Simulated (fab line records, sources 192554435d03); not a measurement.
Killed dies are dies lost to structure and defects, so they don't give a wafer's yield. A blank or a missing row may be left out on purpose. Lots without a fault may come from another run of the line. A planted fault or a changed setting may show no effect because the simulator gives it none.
Chamber matching | flow n5_finfet | N5_BEOL_M5_CO_CAP_78 on cvd_co-01: 3 sister chambers
The step material Co, precursor CCTBA/H2, target thk 2 nm, time 102.1 s. 3 wafers are shown with their chamber, then 12 later ones without.

WAFERS WITH THEIR CHAMBER
wafer  | chamber | heater_power_w (W)
L080.1 | 2       | 269
L080.3 | 1       | 226
L088.3 | 0       | 221

WAFERS WITHOUT THEIR CHAMBER
wafer  | heater_power_w (W)
L087.1 | 267
L087.2 | 216
L087.3 | 222
L092.2 | 216
L092.4 | 221
L092.6 | 258
L094.1 | 269
L094.2 | 221
L094.3 | 227
L095.3 | 216
L095.5 | 275
L095.6 | 220

WHICH CHAMBER EACH WENT THROUGH
wafer  | from the rows above     | in truth
L087.1 | 2                       | 2
L087.2 | can't be placed: 0 or 1 | 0
L087.3 | can't be placed: 0 or 1 | 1
L092.2 | can't be placed: 0 or 1 | 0
L092.4 | can't be placed: 0 or 1 | 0
L092.6 | 2                       | 2
L094.1 | 2                       | 2
L094.2 | can't be placed: 0 or 1 | 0
L094.3 | can't be placed: 1 or 0 | 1
L095.3 | can't be placed: 0 or 1 | 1
L095.5 | 2                       | 2
L095.6 | can't be placed: 0 or 1 | 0
Placed correctly: 4 of 12. Can't be placed from these rows: 8 (the true chamber is among the candidates in 8). Placed wrongly: 0.
How it was worked out, from the rows above alone: a wafer's distance from a chamber is the root of the sum, over the readings, of the square of ((its reading less the chamber's mean) divided by the reading's scatter). The wafer belongs to the nearest chamber; if the next one is less than 2 further off, it can't be placed. A chamber's mean is the mean of its shown wafers. The scatter: with one shown wafer a chamber, the root of the mean of the squares of how far each hidden wafer lies from its nearest shown one.
